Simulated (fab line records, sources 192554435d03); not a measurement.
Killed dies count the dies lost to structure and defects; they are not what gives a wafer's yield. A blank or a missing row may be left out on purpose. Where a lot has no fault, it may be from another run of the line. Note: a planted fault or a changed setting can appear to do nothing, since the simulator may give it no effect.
fab line records	flow n5Finfet
[record] lots = 11	wafers = 33	lastDay = 18
route steps=1938 shown BEOL_M12@1646 BEOL_M13@1665
lots untouched by any fault: they come from a run of this same line in which no faults occurred
startH: hours from the record's first day to the start of the lot's first wafer shown	waitH: hours elapsed since this lot's preceding step	" the same as in the row above	L1.1+2: a row that stands for several wafers	- no value, or no start given	* or withheld: withheld	< > ~ a bound
route shown NAME@n: NAME is a module with steps in the file, n the number in the route of the first one	usual: average and standard deviation across the fault-free wafers	same: alike in all rows	chamber/n: place in a boat	sites: each site's reading	_std_site: standard deviation across them	_edge_site: inner sites' mean taken away from outer sites' mean	radiusMm: how far each site lies from the wafer's centre	mask NAME#n: copy n	behind: the last tool/chamber to shape the wafer	hold: why the lot was held/for how many hours/how that ended	device: transistor that didn't switch, given as n, p or np	end of line: the route-end tests of the same wafers	for a step that has no rows: nothing shown but its recipe	killed: the dies lost at the first sort to structure and to defects; this is not the yield of the wafer	map: dies across one wafer; x = killed, . = not, _ = none there
set.NAME: the setting the step ran with; set.NAME@STEP: the setting that earlier step ran with	model.NAME: the simulator's own value behind a step, which no gauge read
steps of the route over a sample of lots; a table a step, a row a wafer
services: a tool's chamber out of use, with start hour (startH, from the record's first day; less than 0 if before it), hours out, and reason
[[steps]]
[step N5_BEOL_M12_DEGAS_41]
[recipe] ambient = vacuum	tempC = 250	timeS = 60
[usual] heaterPowerW = 326/28
lot.wafer	tool	chamber	startH	waitH	heaterPowerW
L414.3	pvdSputter-02	-	228.34	0.3	321
L414.5	"	-	"	"	337
L414.6	"	-	"	"	323
L416.1	pvdSputter-01	-	241.09	0.4	346
L416.4	"	-	"	"	302
L416.5	"	-	"	"	335
L417.1	pvdSputter-01	-	253.05	0.3	344
L417.4	"	-	"	"	303
L417.6	"	-	"	"	348
L420.1	pvdSputter-01	-	266.70	0.4	298
L420.3	"	-	"	"	330
L420.6	"	-	"	"	329
L421.1	pvdSputter-03	-	278.48	0.2	346
L421.2	"	-	"	"	345
L421.5	"	-	"	"	302
L429.1	pvdSputter-01	-	339.03	0.2	326
L429.5	"	-	"	"	333
L429.6	"	-	"	"	290
L428.2	pvdSputter-01	-	342.22	0.4	277
L428.4	"	-	"	"	336
L428.5	"	-	"	"	353
L430.3	pvdSputter-02	-	342.38	0.4	388
L430.4	"	-	"	"	333
L430.6	"	-	"	"	323
L431.1	pvdSputter-01	-	349.14	0.4	336
L431.5	"	-	"	"	322
L431.6	"	-	"	"	284
L434.2	pvdSputter-01	-	368.13	2.0	323
L434.4	"	-	"	"	286
L434.5	"	-	"	"	340
L437.1	pvdSputter-02	-	397.90	0.4	343
L437.5	"	-	"	"	382
L437.6	"	-	"	"	347
[step N5_BEOL_M12_INSPECT_55]
[recipe] inspectInstrument = darkfield	mode = postDep
[usual] rawDefectCount = 73/25
lot.wafer	tool	chamber	startH	waitH	rawDefectCount
L414.3	defectInspect-02	-	229.59	0.0	99
L414.5	"	-	"	"	55
L414.6	"	-	"	"	39
L416.1	defectInspect-01	-	242.59	0.0	68
L416.4	"	-	"	"	93
L416.5	"	-	"	"	59
L417.1	defectInspect-02	-	254.30	0.0	78
L417.4	"	-	"	"	91
L417.6	"	-	"	"	53
L420.1	defectInspect-01	-	267.94	0.0	53
L420.3	"	-	"	"	45
L420.6	"	-	"	"	60
L421.1	defectInspect-01	-	279.83	0.0	71
L421.2	"	-	"	"	58
L421.5	"	-	"	"	70
L429.1	defectInspect-01	-	341.03	0.0	90
L429.5	"	-	"	"	65
L429.6	"	-	"	"	91
L428.2	defectInspect-02	-	343.47	0.0	113
L428.4	"	-	"	"	65
L428.5	"	-	"	"	74
L430.3	defectInspect-01	-	343.64	0.0	44
L430.4	"	-	"	"	48
L430.6	"	-	"	"	62
L431.1	defectInspect-01	-	350.41	0.0	83
L431.5	"	-	"	"	104
L431.6	"	-	"	"	78
L434.2	defectInspect-01	-	369.61	0.0	104
L434.4	"	-	"	"	94
L434.5	"	-	"	"	58
L437.1	defectInspect-01	-	399.17	0.0	72
L437.5	"	-	"	"	53
L437.6	"	-	"	"	100
[step N5_BEOL_M13_EXPOSE_07]
[recipe] maskId = V12	na = 0.93	sourceShape = conventional	sigmaOuter = 0.6	polarization = unpolarized	attpsmPhaseDeg = 180	doseMj = 24.8
[usual] stageVelMmS = 500.02/0.25
lot.wafer	tool	chamber	startH	waitH	mask	stageVelMmS
L414.3	krfScanner-01	0	229.92	-	V12#0	500.07
L414.5	"	0	"	"	V12#0	500.18
L414.6	"	0	"	"	V12#0	500.10
L416.1	krfScanner-01	0	242.97	-	V12#0	499.75
L416.4	"	0	"	"	V12#0	500.17
L416.5	"	0	"	"	V12#0	499.81
L417.1	krfScanner-01	0	254.62	-	V12#0	499.62
L417.4	"	0	"	"	V12#0	499.83
L417.6	"	0	"	"	V12#0	500.09
L420.1	krfScanner-01	0	268.26	-	V12#0	499.94
L420.3	"	0	"	"	V12#0	499.93
L420.6	"	0	"	"	V12#0	499.56
L421.1	krfScanner-02	0	280.33	-	V12#0	499.82
L421.2	"	0	"	"	V12#0	499.56
L421.5	"	0	"	"	V12#0	499.57
L429.1	krfScanner-02	0	341.48	-	V12#0	499.95
L429.5	"	0	"	"	V12#0	499.94
L429.6	"	0	"	"	V12#0	499.69
L428.2	krfScanner-02	0	343.79	-	V12#0	500.07
L428.4	"	0	"	"	V12#0	499.92
L428.5	"	0	"	"	V12#0	500.02
L430.3	krfScanner-02	0	343.97	-	V12#0	500.22
L430.4	"	0	"	"	V12#0	500.51
L430.6	"	0	"	"	V12#0	500.56
L431.1	krfScanner-01	0	350.86	-	V12#0	499.87
L431.5	"	0	"	"	V12#0	500.03
L431.6	"	0	"	"	V12#0	500.13
L434.2	krfScanner-01	0	370.06	-	V12#0	499.92
L434.4	"	0	"	"	V12#0	499.96
L434.5	"	0	"	"	V12#0	499.80
L437.1	krfScanner-01	0	399.61	-	V12#0	500.32
L437.5	"	0	"	"	V12#0	500.38
L437.6	"	0	"	"	V12#0	500.22
[step N5_BEOL_M13_CD_MEAS_10]
[recipe] targetCdNm = 190	landingEnergyEv = 500	detector = seInlens	polarity = opening
[usual] cdNm = 190.0/1.7
lot.wafer	tool	chamber	startH	waitH	cdNm
L414.3	cdSem-02	0	230.08	-	189.7
L414.5	"	0	"	"	189.5
L414.6	"	0	"	"	190.3
L416.1	cdSem-03	0	243.14	-	191.7
L416.4	"	0	"	"	191.1
L416.5	"	0	"	"	190.1
L417.1	cdSem-03	0	254.79	-	188.6
L417.4	"	0	"	"	189.4
L417.6	"	0	"	"	190.6
L420.1	cdSem-03	0	268.43	-	191.6
L420.3	"	0	"	"	189.7
L420.6	"	0	"	"	189.3
L421.1	cdSem-03	0	280.50	-	187.0
L421.2	"	0	"	"	186.0
L421.5	"	0	"	"	189.3
L429.1	cdSem-02	0	341.65	-	192.5
L429.5	"	0	"	"	190.2
L429.6	"	0	"	"	192.2
L428.2	cdSem-02	0	343.96	-	191.0
L428.4	"	0	"	"	191.7
L428.5	"	0	"	"	192.2
L430.3	cdSem-03	0	344.13	-	191.7
L430.4	"	0	"	"	192.8
L430.6	"	0	"	"	192.8
L431.1	cdSem-02	0	351.03	-	189.1
L431.5	"	0	"	"	191.5
L431.6	"	0	"	"	191.3
L434.2	cdSem-02	0	370.23	-	189.5
L434.4	"	0	"	"	192.5
L434.5	"	0	"	"	190.0
L437.1	cdSem-01	0	399.79	-	189.3
L437.5	"	0	"	"	191.1
L437.6	"	0	"	"	188.9
[step N5_BEOL_M13_OVL_MEAS_11]
[recipe] pointsPerWafer = 44
[usual] V12_OVL = 6/5
lot.wafer	tool	chamber	startH	waitH	V12_OVL[nm]
L414.3	overlay-02	0	230.11	0.0	10
L414.5	"	0	"	"	11
L414.6	"	0	"	"	17
L416.1	overlay-02	0	243.17	0.0	4
L416.4	"	0	"	"	5
L416.5	"	0	"	"	0
L417.1	overlay-01	0	254.82	0.0	8
L417.4	"	0	"	"	0
L417.6	"	0	"	"	11
L420.1	overlay-02	0	268.46	0.0	5
L420.3	"	0	"	"	7
L420.6	"	0	"	"	6
L421.1	overlay-01	0	280.53	0.0	11
L421.2	"	0	"	"	10
L421.5	"	0	"	"	15
L429.1	overlay-01	0	341.68	0.0	7
L429.5	"	0	"	"	3
L429.6	"	0	"	"	8
L428.2	overlay-01	0	343.99	0.0	31
L428.4	"	0	"	"	34
L428.5	"	0	"	"	37
L430.3	overlay-02	0	344.16	0.0	42
L430.4	"	0	"	"	37
L430.6	"	0	"	"	37
L431.1	overlay-02	0	351.06	0.0	3
L431.5	"	0	"	"	7
L431.6	"	0	"	"	4
L434.2	overlay-02	0	370.26	0.0	7
L434.4	"	0	"	"	3
L434.5	"	0	"	"	20
L437.1	overlay-01	0	399.82	0.0	11
L437.5	"	0	"	"	7
L437.6	"	0	"	"	11
[[services]]
tool	chamber	startH	hours	kind
krfScanner-01	-	209.33	1.0	pm
krfScanner-01	-	221.57	0.8	pm
krfScanner-02	-	222.94	36.0	pm
krfScanner-02	-	258.94	1.0	pm
krfScanner-02	0	262.65	-	calibration
krfScanner-01	0	273.97	-	calibration
krfScanner-02	-	287.38	0.3	repair
krfScanner-01	-	296.57	0.8	pm
krfScanner-01	-	300.44	1.3	pm
pvdSputter-02	-	311.06	2.8	repair
krfScanner-02	-	311.72	1.3	pm
krfScanner-02	-	332.64	0.8	pm
krfScanner-01	-	343.38	1.9	repair
pvdSputter-03	-	348.61	9.2	repair
krfScanner-01	-	377.59	0.3	repair
krfScanner-01	-	378.33	1.0	pm
krfScanner-01	-	390.37	0.8	pm
[[key]]
[firstSign] step = N5_BEOL_M13_OVL_MEAS_11	reading = V12_OVL	direction = up	sigmas = 6.1	usual = 6	struck = 36
effect none on later readings
metAt N5_BEOL_M13_EXPOSE_07
struckLots L428,L430
notActingAt N5_BEOL_M12_DEGAS_41,N5_BEOL_M12_INSPECT_55,N5_BEOL_M13_CD_MEAS_10
onsetBetween 341.48 343.79
[fault] kind = scannerMatchingOverlay	tool = krfScanner-02	chamber = -	onsetH = 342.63	steps = N5_BEOL_M13_EXPOSE_07	offset = 32.062
